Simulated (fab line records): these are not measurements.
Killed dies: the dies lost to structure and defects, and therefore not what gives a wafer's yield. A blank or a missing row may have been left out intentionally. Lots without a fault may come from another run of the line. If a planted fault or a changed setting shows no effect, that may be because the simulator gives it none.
What tool caused it? || flow n5_finfet || Sampling: 12 lots, 36 wafers, 6 of 1938 route steps

## WHAT THE GAUGES READ, wafer by wafer
N5_BEOL_M2_RS_MEAS_58: the measuring method here is four-point-probe.
{"lot": "L075", "measured": "day 7 12:01", "on": "film_metro-01", "M2_RS (ohm/sq)": "0.68 0.68 0.64"}
{"lot": "L078", "measured": "day 8 15:10", "on": "film_metro-01", "M2_RS (ohm/sq)": "0.70 0.71 0.64"}
{"lot": "L079", "measured": "day 9 08:37", "on": "film_metro-02", "M2_RS (ohm/sq)": "0.63 0.70 0.63"}
{"lot": "L081", "measured": "day 9 13:22", "on": "film_metro-01", "M2_RS (ohm/sq)": "0.68 0.65 0.67"}
{"lot": "L083", "measured": "day 9 16:58", "on": "film_metro-02", "M2_RS (ohm/sq)": "0.72 0.65 0.77"}
{"lot": "L085", "measured": "day 10 13:07", "on": "film_metro-02", "M2_RS (ohm/sq)": "0.66 0.70 0.65"}
{"lot": "L086", "measured": "day 10 16:31", "on": "film_metro-02", "M2_RS (ohm/sq)": "0.66 0.67 0.72"}
{"lot": "L091", "measured": "day 11 08:21", "on": "film_metro-01", "M2_RS (ohm/sq)": "0.69 0.69 0.68"}
{"lot": "L090", "measured": "day 11 16:59", "on": "film_metro-02", "M2_RS (ohm/sq)": "0.72 0.72 0.68"}
{"lot": "L093", "measured": "day 12 03:40", "on": "film_metro-01", "M2_RS (ohm/sq)": "0.69 0.63 0.66"}
{"lot": "L095", "measured": "day 12 20:01", "on": "film_metro-01", "M2_RS (ohm/sq)": "0.70 0.66 0.71"}
{"lot": "L097", "measured": "day 13 18:04", "on": "film_metro-02", "M2_RS (ohm/sq)": "0.69 0.66 0.67"}

## EACH LOT AND THE TOOL THAT RAN IT (in order: tool; ch and the chambers of the sampled wafers; start)
{"lot": "L075", "N5_BEOL_M1_ANNEAL_91": "pvd_sputter-03, day 6 11:16", "N5_BEOL_M2_HM_DEP_02": "pvd_sputter-02, day 6 13:59", "N5_BEOL_M2_STRIP_36": "rie_diel-02 ch 2,3, day 7 07:41", "N5_BEOL_M2_TRENCH_ETCH_37": "rie_diel-02 ch 2,3, day 7 09:30 or earlier", "N5_BEOL_M2_ANNEAL_80": "pvd_sputter-03, day 7 09:30"}
{"lot": "L078", "N5_BEOL_M1_ANNEAL_91": "pvd_sputter-03, day 7 12:28", "N5_BEOL_M2_HM_DEP_02": "pvd_sputter-01, day 7 14:51", "N5_BEOL_M2_STRIP_36": "rie_diel-05 ch 0,2,3, day 8 10:37", "N5_BEOL_M2_TRENCH_ETCH_37": "rie_diel-05 ch 0,2,3, day 8 12:28 or earlier", "N5_BEOL_M2_ANNEAL_80": "pvd_sputter-02, day 8 12:28"}
{"lot": "L079", "N5_BEOL_M1_ANNEAL_91": "pvd_sputter-01, day 7 16:53", "N5_BEOL_M2_HM_DEP_02": "pvd_sputter-02, day 7 20:34", "N5_BEOL_M2_STRIP_36": "rie_diel-05 ch 1,3, day 9 03:25", "N5_BEOL_M2_TRENCH_ETCH_37": "rie_diel-05 ch 1,3, day 9 05:59 or earlier", "N5_BEOL_M2_ANNEAL_80": "pvd_sputter-01, day 9 05:59"}
{"lot": "L081", "N5_BEOL_M1_ANNEAL_91": "pvd_sputter-01, day 7 22:59", "N5_BEOL_M2_HM_DEP_02": "pvd_sputter-02, day 8 02:10", "N5_BEOL_M2_STRIP_36": "rie_diel-05 ch 0,2,3, day 9 09:01", "N5_BEOL_M2_TRENCH_ETCH_37": "rie_diel-05 ch 0,2,3, day 9 10:43 or earlier", "N5_BEOL_M2_ANNEAL_80": "pvd_sputter-01, day 9 10:43"}
{"lot": "L083", "N5_BEOL_M1_ANNEAL_91": "pvd_sputter-03, day 8 20:47", "N5_BEOL_M2_HM_DEP_02": "pvd_sputter-03, day 8 22:38", "N5_BEOL_M2_STRIP_36": "rie_diel-02 ch 1,2,3, day 9 11:59", "N5_BEOL_M2_TRENCH_ETCH_37": "rie_diel-02 ch 1,2,3, day 9 13:42 or earlier", "N5_BEOL_M2_ANNEAL_80": "pvd_sputter-02, day 9 13:42"}
{"lot": "L085", "N5_BEOL_M1_ANNEAL_91": "pvd_sputter-02, day 9 08:14", "N5_BEOL_M2_HM_DEP_02": "pvd_sputter-02, day 9 10:25", "N5_BEOL_M2_STRIP_36": "rie_diel-05 ch 1,2,3, day 10 08:36", "N5_BEOL_M2_TRENCH_ETCH_37": "rie_diel-05 ch 1,2,3, day 10 10:33 or earlier", "N5_BEOL_M2_ANNEAL_80": "pvd_sputter-03, day 10 10:33"}
{"lot": "L086", "N5_BEOL_M1_ANNEAL_91": "pvd_sputter-03, day 9 23:58", "N5_BEOL_M2_HM_DEP_02": "pvd_sputter-01, day 10 02:22", "N5_BEOL_M2_STRIP_36": "rie_diel-05 ch 1,2, day 10 11:47", "N5_BEOL_M2_TRENCH_ETCH_37": "rie_diel-05 ch 1,2, day 10 14:01 or earlier", "N5_BEOL_M2_ANNEAL_80": "pvd_sputter-01, day 10 14:01"}
{"lot": "L091", "N5_BEOL_M1_ANNEAL_91": "pvd_sputter-02, day 10 17:48", "N5_BEOL_M2_HM_DEP_02": "pvd_sputter-01, day 10 21:34", "N5_BEOL_M2_STRIP_36": "rie_diel-06 ch 0,1,2, day 11 03:58", "N5_BEOL_M2_TRENCH_ETCH_37": "rie_diel-06 ch 0,1,2, day 11 05:49 or earlier", "N5_BEOL_M2_ANNEAL_80": "pvd_sputter-03, day 11 05:49"}
{"lot": "L090", "N5_BEOL_M1_ANNEAL_91": "pvd_sputter-03, day 11 00:50", "N5_BEOL_M2_HM_DEP_02": "pvd_sputter-03, day 11 04:23", "N5_BEOL_M2_STRIP_36": "rie_diel-05 ch 0,1,3, day 11 12:11", "N5_BEOL_M2_TRENCH_ETCH_37": "rie_diel-05 ch 0,1,3, day 11 14:27 or earlier", "N5_BEOL_M2_ANNEAL_80": "pvd_sputter-01, day 11 14:27"}
{"lot": "L093", "N5_BEOL_M1_ANNEAL_91": "pvd_sputter-03, day 11 17:01", "N5_BEOL_M2_HM_DEP_02": "pvd_sputter-01, day 11 20:41", "N5_BEOL_M2_STRIP_36": "rie_diel-06 ch 0,2,3, day 11 23:45", "N5_BEOL_M2_TRENCH_ETCH_37": "rie_diel-06 ch 0,2,3, day 12 01:10 or earlier", "N5_BEOL_M2_ANNEAL_80": "pvd_sputter-01, day 12 01:10"}
{"lot": "L095", "N5_BEOL_M1_ANNEAL_91": "pvd_sputter-03, day 12 06:34", "N5_BEOL_M2_HM_DEP_02": "pvd_sputter-01, day 12 08:38", "N5_BEOL_M2_STRIP_36": "rie_diel-02 ch 0,2,3, day 12 15:55", "N5_BEOL_M2_TRENCH_ETCH_37": "rie_diel-02 ch 0,2,3, day 12 17:31 or earlier", "N5_BEOL_M2_ANNEAL_80": "pvd_sputter-02, day 12 17:31"}
{"lot": "L097", "N5_BEOL_M1_ANNEAL_91": "pvd_sputter-01, day 12 16:49", "N5_BEOL_M2_HM_DEP_02": "pvd_sputter-01, day 12 19:58", "N5_BEOL_M2_STRIP_36": "rie_diel-05 ch 1,2, day 13 11:56", "N5_BEOL_M2_TRENCH_ETCH_37": "rie_diel-05 ch 1,2, day 13 15:33 or earlier", "N5_BEOL_M2_ANNEAL_80": "pvd_sputter-03, day 13 15:33"}
- N5_BEOL_M1_ANNEAL_91: time 240 s.
- N5_BEOL_M2_HM_DEP_02: deposits TiN, target thk 20 nm.
- N5_BEOL_M2_STRIP_36: strips in N2/H2.
- N5_BEOL_M2_TRENCH_ETCH_37: etches SiOC in C4F6/O2, target depth 55.555 nm, time 29.2 s.
- N5_BEOL_M2_ANNEAL_80: time 240 s.

## THE ANSWER, worked out from the rows above alone
Rule: usual is defined by the lots themselves. Put in order of their means at a reading, lots are off if they are a third of the lots or fewer, leave a main group of 4 or more, and stand apart from it by a gap of 3 or more times the standard deviation of the main group's means; of several such gaps the widest counts. Not used: any main group whose means are identical at the precision the tables above print for the reading. A lot without any number at a reading at which 4 lots or more have one is off too. Any other lot the step has rows for is counted as sound.
Across all readings shown, no lot is off: no conclusion can be drawn from this.

## WHAT THE SIMULATOR PUT IN
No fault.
